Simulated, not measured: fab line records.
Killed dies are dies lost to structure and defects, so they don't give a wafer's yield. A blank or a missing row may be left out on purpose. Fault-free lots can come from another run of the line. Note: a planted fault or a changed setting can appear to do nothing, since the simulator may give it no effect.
Which tool was responsible? ; flow nand_harc ; 13 lots, 35 wafers sampled, at 5 steps of a route of 1302

WHAT THE GAUGES READ, wafer by wafer
NHARC_END_SORT_01. Usual: for defect_limited_yield, 89.8 % with a standard deviation of 2.9; for killed_at_array, 65 with a standard deviation of 19; for killed_at_other, 0.9 with a standard deviation of 1.1; for killed_at_periphery, 3.5 with a standard deviation of 2.3; for killed_dies, 69 with a standard deviation of 19; for killed_open, 3.2 with a standard deviation of 1.8; for killed_short, 2.4 with a standard deviation of 1.5.
lot;measured;on;defect_limited_yield (%);killed_at_array;killed_at_other;killed_at_periphery;killed_dies;killed_open;killed_short;flag
L146;day 29 12:40;prober-02;37.5;63;0;360;423;3;2;OFF
L148;day 29 04:52;prober-01;36.2;53;1;378;432;4;3;OFF

TOOL THAT RAN EACH LOT (tool first, then ch and the chambers of the sampled wafers, then the start)
lot;NHARC_P_CONTACT_ETCH_18;NHARC_P_CONTACT_STRIP_28;NHARC_P_M0_ETCH_34;NHARC_P_M0_ECD_22
L137;rie_diel-07 ch 0,1, day 6 09:42 or earlier;rie_diel-11 ch 1,2,3, day 6 09:42;rie_diel-04 ch 0,2,3, day 6 13:04;ecd_cu-02 ch 0,1, day 6 14:24
L138;rie_diel-11 ch 1,2,3, day 6 20:01 or earlier;rie_diel-06 ch 1,2, day 6 20:01;rie_diel-03 ch 0,2,3, day 6 23:16;ecd_cu-02 ch 0,1, day 7 00:35
L139;rie_diel-11 ch 1,2,3, day 7 08:57 or earlier;rie_diel-07 ch 0,2,3, day 7 08:57;rie_diel-04 ch 1,3, day 7 12:09;ecd_cu-01 ch 0, day 7 13:30
L140;rie_diel-07 ch 1,3, day 7 16:35 or earlier;rie_diel-06 ch 0,3, day 7 16:35;rie_diel-04 ch 0,2,3, day 7 19:54;ecd_cu-02 ch 0,1, day 7 21:05
L142;rie_diel-11 ch 0,2,3, day 8 10:58 or earlier;rie_diel-07 ch 1,2,3, day 8 10:58;rie_diel-05 ch 1,3, day 8 14:18;ecd_cu-01 ch 1, day 8 15:44
L146;rie_diel-11 ch 1, day 10 00:13 or earlier;rie_diel-06 ch 1, day 10 00:13;rie_diel-03 ch 3, day 10 03:24;ecd_cu-01 ch 1, day 10 04:37
L148;rie_diel-06 ch 0, day 11 01:24 or earlier;rie_diel-07 ch 0, day 11 01:24;rie_diel-03 ch 1, day 11 04:44;ecd_cu-01 ch 1, day 11 05:59
L149;rie_diel-07 ch 1,2, day 11 21:10 or earlier;rie_diel-07 ch 0,1,3, day 11 21:10;rie_diel-05 ch 0,2,3, day 12 00:27;ecd_cu-02 ch 0,1, day 12 01:38
L151;rie_diel-07 ch 1,2,3, day 12 17:05 or earlier;rie_diel-06 ch 1,2, day 12 17:05;rie_diel-05 ch 0,1,3, day 12 20:49;ecd_cu-02 ch 0,1, day 12 23:07
L153;rie_diel-07 ch 0,1,3, day 13 03:09 or earlier;rie_diel-06 ch 0,2,3, day 13 03:09;rie_diel-03 ch 0,2,3, day 13 06:20;ecd_cu-02 ch 0,1, day 13 07:39
L154;rie_diel-11 ch 0,3, day 13 20:49 or earlier;rie_diel-07 ch 0,1,2, day 13 20:49;rie_diel-03 ch 0,3, day 14 00:04;ecd_cu-01 ch 0,1, day 14 01:15
L155;rie_diel-07 ch 2,3, day 14 02:00 or earlier;rie_diel-11 ch 1,2, day 14 02:00;rie_diel-04 ch 2,3, day 14 05:11;ecd_cu-02 ch 0,1, day 14 06:25
L156;rie_diel-07 ch 0,1,3, day 14 11:16 or earlier;rie_diel-06 ch 1,2,3, day 14 11:16;rie_diel-04 ch 0,1,2, day 14 14:27;ecd_cu-02 ch 0,1, day 14 15:39
- NHARC_P_CONTACT_ETCH_18: etches the open film in C4F8/O2/Ar, target depth 481 nm, time 240.5 s.
- NHARC_P_CONTACT_STRIP_28: strips in O2.
- NHARC_P_M0_ETCH_34: etches the open film in N2/H2, target depth 40 nm, overetch 12 nm, time 43.94 s.
- NHARC_P_M0_ECD_22: material Cu, target thk 400 nm.

AS READ BY THE TOOLS THEMSELVES (means over the sampled wafers that have a number; for cases with no such wafer, the mark the record gives instead)
NHARC_P_CONTACT_ETCH_18. Usual: oes_product_au 0.961 a.u., standard deviation 0.015; rf_fwd_power_W 598.1 W, standard deviation 1.9; rf_vpp_V 976 V, standard deviation 5.6.
lot;tool;oes_product_au (a.u.);rf_fwd_power_W (W);rf_vpp_V (V);flag
L137;rie_diel-07;0.963;597.9;973;
L138;rie_diel-11;0.953;597.7;972;
L139;rie_diel-11;0.974;598.3;971;
L140;rie_diel-07;0.966;598.7;979;
L142;rie_diel-11;0.982;599.1;974;
L146;rie_diel-11;0.948;600.3;971;
L148;rie_diel-06;0.933;600.3;973;
L149;rie_diel-07;0.954;599.1;978;
L151;rie_diel-07;0.957;597.7;979;
L153;rie_diel-07;0.963;598.3;976;
L154;rie_diel-11;0.974;596.6;975;
L155;rie_diel-07;0.975;599.1;982;
L156;rie_diel-07;0.973;598.4;975;

NHARC_P_CONTACT_STRIP_28. Usual: for drypump_motor_current_A, 5.3 A with a standard deviation of 0.42; for mfc_ar_sccm, 0.009 sccm with a standard deviation of 0.0092; for o2_flow_sccm, 499.8 sccm with a standard deviation of 1.4; for oes_product_au, 1.001 a.u. with a standard deviation of 0.0093; for rf_vpp_V, 57.8 V with a standard deviation of 0.92; for showerhead_plenum_p_Torr, 3.50 Torr with a standard deviation of 0.14; for throttle_valve_pct, 17.037 % with a standard deviation of 0.0095.
lot;tool;drypump_motor_current_A (A);mfc_ar_sccm (sccm);o2_flow_sccm (sccm);oes_product_au (a.u.);rf_vpp_V (V);showerhead_plenum_p_Torr (Torr);throttle_valve_pct (%);flag
L137;rie_diel-11;5.6;0.005;499.8;0.994;58.2;3.36;17.033;
L138;rie_diel-06;5.1;0.020;500.1;1.006;57.8;3.70;17.027;
L139;rie_diel-07;5.3;0.004;499.4;0.999;58.1;3.57;17.035;
L140;rie_diel-06;5.0;0.006;500.5;0.992;57.3;3.44;17.037;
L142;rie_diel-07;5.4;0.004;500.6;0.996;58.5;3.53;17.040;
L146;rie_diel-06;4.8;0.023;498.6;0.997;56.7;3.63;17.056;
L148;rie_diel-07;4.8;0.000;498.5;0.999;58.0;3.43;17.043;
L149;rie_diel-07;4.9;0.000;501.1;1.002;57.8;3.47;17.040;
L151;rie_diel-06;5.1;0.020;500.3;1.011;56.9;3.70;17.040;
L153;rie_diel-06;5.2;0.013;499.6;1.000;58.4;3.53;17.036;
L154;rie_diel-07;5.3;0.004;499.3;0.994;57.5;3.45;17.033;
L155;rie_diel-11;5.5;0.005;500.0;1.002;57.1;3.32;17.028;
L156;rie_diel-06;5.0;0.014;501.5;1.015;58.3;3.60;17.034;

NHARC_P_M0_ETCH_34. Usual: for drypump_motor_current_A, 5.9 A with a standard deviation of 0.62; for mfc_ar_sccm, 0.021 sccm with a standard deviation of 0.015; for oes_product_au, 0.997 a.u. with a standard deviation of 0.0096; for rf_fwd_power_W, 395.0 W with a standard deviation of 2.1; for rf_vpp_V, 429.5 V with a standard deviation of 2.2; for showerhead_plenum_p_Torr, 2.00 Torr with a standard deviation of 0.078; for throttle_valve_pct, 14.172 % with a standard deviation of 0.0085.
lot;tool;drypump_motor_current_A (A);mfc_ar_sccm (sccm);oes_product_au (a.u.);rf_fwd_power_W (W);rf_vpp_V (V);showerhead_plenum_p_Torr (Torr);throttle_valve_pct (%);flag
L137;rie_diel-04;5.9;0.033;1.007;396.0;429.3;2.01;14.170;
L138;rie_diel-03;5.8;0.001;1.009;394.0;430.6;2.04;14.165;
L139;rie_diel-04;6.4;0.024;1.005;393.5;429.2;1.97;14.174;
L140;rie_diel-04;5.9;0.033;1.003;395.5;429.8;2.01;14.165;
L142;rie_diel-05;6.0;0.001;1.001;396.1;429.0;2.00;14.169;
L146;rie_diel-03;5.9;0.000;1.009;394.7;428.3;1.90;14.178;
L148;rie_diel-03;5.7;0.000;1.005;393.8;432.3;2.09;14.174;
L149;rie_diel-05;5.6;0.022;0.993;396.3;431.7;2.07;14.174;
L151;rie_diel-05;5.9;0.012;0.986;396.5;430.0;2.02;14.166;
L153;rie_diel-03;5.8;0.001;1.001;395.4;430.5;2.03;14.176;
L154;rie_diel-03;6.3;0.001;1.007;393.3;431.2;2.05;14.177;
L155;rie_diel-04;6.5;0.029;0.983;395.8;429.0;2.01;14.173;
L156;rie_diel-04;5.9;0.032;0.989;394.6;428.6;1.96;14.176;

THE ANSWER, worked out from the rows above alone
Rule: take the mean of a lot's wafers that have a number; if it is more than 3 standard deviations from the usual mean, the lot is off. A lot without any number at a reading at which 4 lots or more have one is off too. All remaining lots with rows at the step are treated as sound. The gauges are gone through in route order, then the tools' own readings, and for those a lot's mean is taken as printed above. At the first step where some lot is off, the reading lying furthest off is the one used; lots without a number count as furthest.
Off: L146, L148, at NHARC_END_SORT_01 (killed_at_periphery). Neither off nor sound, because the step has no rows for them: L137, L138, L139, L140, L142, L149, L151, L153, L154, L155, L156.
A tool fits if, at a process step before that reading, it ran every lot that is off, and no sound lot after the first of them. Gauges at NHARC_END_SORT_01: tried the same way as those tools. With no start given for some of its lots, NHARC_P_CONTACT_ETCH_18 uses the hours and lot order of NHARC_P_CONTACT_STRIP_28. This does not decide it: 2 tools fit, namely rie_diel-03 at NHARC_P_M0_ETCH_34 and ecd_cu-01 at NHARC_P_M0_ECD_22.

WHAT HAD BEEN PUT IN BY THE SIMULATOR
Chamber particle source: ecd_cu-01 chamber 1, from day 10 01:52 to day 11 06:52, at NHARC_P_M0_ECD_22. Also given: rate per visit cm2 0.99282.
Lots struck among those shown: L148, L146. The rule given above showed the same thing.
